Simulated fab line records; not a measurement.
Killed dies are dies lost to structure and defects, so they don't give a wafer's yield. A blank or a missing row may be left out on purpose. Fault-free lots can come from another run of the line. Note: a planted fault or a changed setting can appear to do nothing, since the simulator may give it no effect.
Split-lot experiment	flow n5Finfet	21 wafers read across 7 lots, on a route 1938 steps long

THE SPLIT
At N5_WELL_APT_COAT_19 (resist thk 950 nm), the setting spinRpm was moved away from the recipe's 1357 rpm on 7 of the 21 wafers read, by -10.2% to +9.8%. For the rest of the wafers, this setting stayed at what the recipe calls for.

The split's own step is where the reading is taken.

THE READING
coat_of_WELL_APT_COAT_19.thkNm (the simulator's own value, which no gauge read), in nm, at N5_WELL_APT_COAT_19 (resist thk 950 nm). There is no usual value for it anywhere in the file. Across the 14 wafers here that went through the recipe, the average is 950.7 nm and the standard deviation 3 nm.

wafer	tool, chamber at the split	spinRpm as run, rpm	against the recipe	coat_of_WELL_APT_COAT_19.thkNm, nm	against lot-mates on the recipe
L075.1	lithoTrack-03, 0	1218	-10.2%	999.1	+50.8
L075.2	lithoTrack-03, 0	1357	recipe	950.4	-
L075.5	lithoTrack-03, 0	1357	recipe	946.2	-
L080.2	lithoTrack-04, 0	1357	recipe	951.2	-
L080.5	lithoTrack-04, 0	1357	recipe	955.8	-
L080.6	lithoTrack-04, 0	1293	-4.7%	975	+21.5
L081.1	lithoTrack-03, 0	1357	recipe	951.4	-
L081.3	lithoTrack-03, 0	1414	+4.2%	933.4	-18.7
L081.5	lithoTrack-03, 0	1357	recipe	952.8	-
L084.1	lithoTrack-04, 0	1357	recipe	951.5	-
L084.2	lithoTrack-04, 0	1247	-8.1%	992.7	+41.2
L084.3	lithoTrack-04, 0	1247	-8.1%	990.4	+38.9
L088.2	lithoTrack-03, 0	1357	recipe	947.3	-
L088.3	lithoTrack-03, 0	1357	recipe	950.9	-
L088.5	lithoTrack-03, 0	1357	recipe	944.3	-
L092.1	lithoTrack-02, 0	1490	+9.8%	908.3	-46.9
L092.4	lithoTrack-02, 0	1490	+9.8%	909.6	-45.6
L092.5	lithoTrack-02, 0	1357	recipe	955.2	-
L096.1	lithoTrack-02, 0	1357	recipe	950	-
L096.2	lithoTrack-02, 0	1357	recipe	951.3	-
L096.3	lithoTrack-02, 0	1357	recipe	951.7	-

FIT RESULTS
A straight line over all 21 wafers: coat_of_WELL_APT_COAT_19.thkNm changes by -4.6 nm for each +1% of spinRpm; r = -0.99; the points scatter about the line by 3 nm.
The same after taking each lot's own level away (the mean of its wafers on the recipe; 21 wafers): -4.81 nm for each +1%; r = -1.00; scatter 1.7 nm.
According to that fit, moving spinRpm by its largest amount changes the reading by 49 nm.
Across the lots, their own levels run from 947.50 to 955.20 nm, a range of 2.6 times the standard deviation given above.
The two slopes agree, so the slope changes little with the lot-to-lot level.
Check: +49.1 nm against its lot-mates is what the line predicts for one of the wafers moved furthest among these (-10.2%) when that wafer is left out of the fit. Against them it came out at +50.8 nm.

THE OTHER SPLITS THESE WAFERS WENT THROUGH
Other splits were also applied to these wafers ahead of the reading. Each is held against what the fit with the lots' levels taken away leaves over:
other split on the same wafers	wafers away from the commonest value	r with coat_of_WELL_APT_COAT_19.thkNm (lot level and that fit taken away)
N5_WELL_APT_COAT_02 spinRpm	7	+0.04
N5_WELL_APT_PEB_06 pebTimeS	4	+0.08

THE FILE'S OWN FIT
coat_of_WELL_APT_COAT_19.thkNm changes by -4.82 nm for each +1% of spinRpm, r = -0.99.
